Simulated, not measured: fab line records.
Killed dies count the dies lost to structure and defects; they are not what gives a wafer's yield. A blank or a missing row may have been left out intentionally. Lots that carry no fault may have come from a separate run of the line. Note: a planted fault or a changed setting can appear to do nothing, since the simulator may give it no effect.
The tool behind it: which one?	flow n5Finfet	12 lots (36 wafers sampled), 1 step of a 1938-step route

## WHAT EACH GAUGE READ, for each wafer
N5_BEOL_M14_OVL_MEAS_29.
lot	measured	on	M14_OVL (nm)
L075	day 11 20:05	overlay-02	-2 -4 -3
L077	day 12 04:38	overlay-02	2 -3 0
L079	day 12 14:12	overlay-01	2 -8 -1
L082	day 13 03:14	overlay-02	7 -4 3
L083	day 13 11:33	overlay-01	15 0 13
L085	day 14 12:23	overlay-01	3 7 3
L088	day 15 02:05	overlay-02	8 6 3
L089	day 15 10:08	overlay-01	5 -3 0
L091	day 15 21:01	overlay-01	2 6 4
L094	day 16 11:56	overlay-02	10 2 3
L095	day 17 00:49	overlay-02	0 7 7
L096	day 17 03:29	overlay-02	-6 1 -8

## WHAT TOOL EACH LOT RAN ON (gives the tool, then ch and the chambers of the sampled wafers, and finally the start)
No process step before these readings appears in the record.

## THE ANSWER, worked out from the rows above alone
Rule: what is usual is taken from the lots themselves. The widest of any qualifying gaps counts: lots, ordered by their means at a reading, are off when they make up no more than a third of the lots, leave a main group of 4 or more, and stand apart from it by 3 or more times the standard deviation of that group's means. Not used: any main group whose means are identical at the precision the tables above print for the reading. Also off: a lot with no number at a reading for which 4 or more lots have one. All remaining lots with rows at the step are treated as sound.
No lot is off on any of the readings shown, so nothing can be concluded from this.

## WHAT THE SIMULATOR HAD PUT IN
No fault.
